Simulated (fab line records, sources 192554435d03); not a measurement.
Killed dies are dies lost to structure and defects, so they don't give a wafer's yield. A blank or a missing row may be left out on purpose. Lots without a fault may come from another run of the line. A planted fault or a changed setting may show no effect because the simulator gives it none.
Chamber matching | flow n5_finfet | N5_BEOL_M14_VIA_ETCH_16 on rie_diel-04: 4 sister chambers
The step etches SiO2 in C4F8/O2/Ar, target depth 1231.3 nm. 4 wafers are shown with their chamber, then 8 later ones without.

WAFERS WITH THEIR CHAMBER
wafer  | chamber | rf_vpp_V (V)
L082.5 | 1       | 2191
L080.3 | 3       | 2152
L080.6 | 2       | 2227
L092.1 | 0       | 2315

WAFERS WITHOUT THEIR CHAMBER
wafer  | rf_vpp_V (V)
L092.3 | 2225
L092.5 | 2149
L097.1 | 2228
L097.4 | 2225
L097.6 | 2316
L095.2 | 2228
L095.4 | 2315
L095.5 | 2225

WHICH CHAMBER EACH WENT THROUGH
wafer  | from the rows above | in truth
L092.3 | 2                   | 2
L092.5 | 3                   | 3
L097.1 | 2                   | 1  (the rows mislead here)
L097.4 | 2                   | 2
L097.6 | 0                   | 0
L095.2 | 2                   | 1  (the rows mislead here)
L095.4 | 0                   | 0
L095.5 | 2                   | 2
Placed correctly: 6 of 8. Can't be placed from these rows: 0. Placed wrongly: 2.
How it was worked out, from the rows above alone: a wafer's distance from a chamber is the root of the sum, over the readings, of the square of ((its reading less the chamber's mean) divided by the reading's scatter). The wafer belongs to the nearest chamber; if the next one is less than 2 further off, it can't be placed. A chamber's mean is the mean of its shown wafers. The scatter: with one shown wafer a chamber, the root of the mean of the squares of how far each hidden wafer lies from its nearest shown one.
